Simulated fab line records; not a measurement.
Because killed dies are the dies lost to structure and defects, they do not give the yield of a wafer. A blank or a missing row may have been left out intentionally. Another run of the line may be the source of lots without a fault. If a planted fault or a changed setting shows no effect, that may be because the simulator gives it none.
Matching of chambers	flow n5Finfet	N5_FIN_SAQP_MANDREL1_REMOVE_56 on rieSi-02: 4 sister chambers
The step chemistry HBr/Cl2/O2, target a-Si, stops on SiNx, bt time 10 s. 14 wafers are shown with their chamber, then 6 later ones without.

EACH WAFER AND ITS CHAMBER
wafer	chamber	drypumpMotorCurrentA (A)	throttleValvePct (%)	oesProductAu (a.u.)
L784.2	2	5.4	36.71	0.996
L784.3	1	6.1	36.74	1.007
L784.4	3	5.6	36.75	1.002
L786.1	0	5.2	37.03	1.034
L786.2	3	5.6	36.76	0.994
L786.5	3	5.6	36.75	0.989
L787.1	1	6.1	36.75	1.028
L787.3	2	5.4	36.71	1.002
L787.5	2	5.4	36.73	0.996
L788.3	1	6.1	36.75	1.010
L788.5	1	6.0	36.75	1.009
L788.6	2	5.4	36.71	0.992
L792.1	2	5.4	36.70	0.999
L792.4	2	5.4	36.72	0.990

SIGNATURES (averages over the wafers above)
reading	chamber 0	chamber 1	chamber 2	chamber 3	scatter within a chamber
drypumpMotorCurrentA	5.200	6.075	5.400	5.600	0.0274
throttleValvePct	37.0300	36.7475	36.7133	36.7533	0.00822
oesProductAu	1.03400	1.01350	0.99583	0.99500	0.00684
Rule: a wafer lies at a distance from a chamber equal to the root of the sum of squares, over the readings, of (its reading less the chamber's mean, divided by the reading's scatter). The wafer belongs to the nearest chamber; if the next one is less than 2 further off, it can't be placed. The scatter: take each reading less its chamber's mean, square it, sum over the shown wafers, divide by the number of wafers less the number of chambers, and take the root.

WAFERS WITH NO CHAMBER GIVEN
wafer	drypumpMotorCurrentA (A)	throttleValvePct (%)	oesProductAu (a.u.)
L792.6	5.6	36.75	1.000
L794.2	5.2	37.02	1.032
L794.3	5.4	36.71	1.003
L794.6	5.2	37.01	1.025
L796.1	5.4	36.72	0.995
L796.3	6.1	36.76	1.017

WHICH CHAMBER EACH ONE RAN IN
wafer	from the rows above	in truth
L792.6	3	3
L794.2	0	0
L794.3	2	2
L794.6	0	0
L796.1	2	2
L796.3	1	1
6 of 6 placed correctly. Can't be placed from these rows: 0. Number placed wrongly: 0.
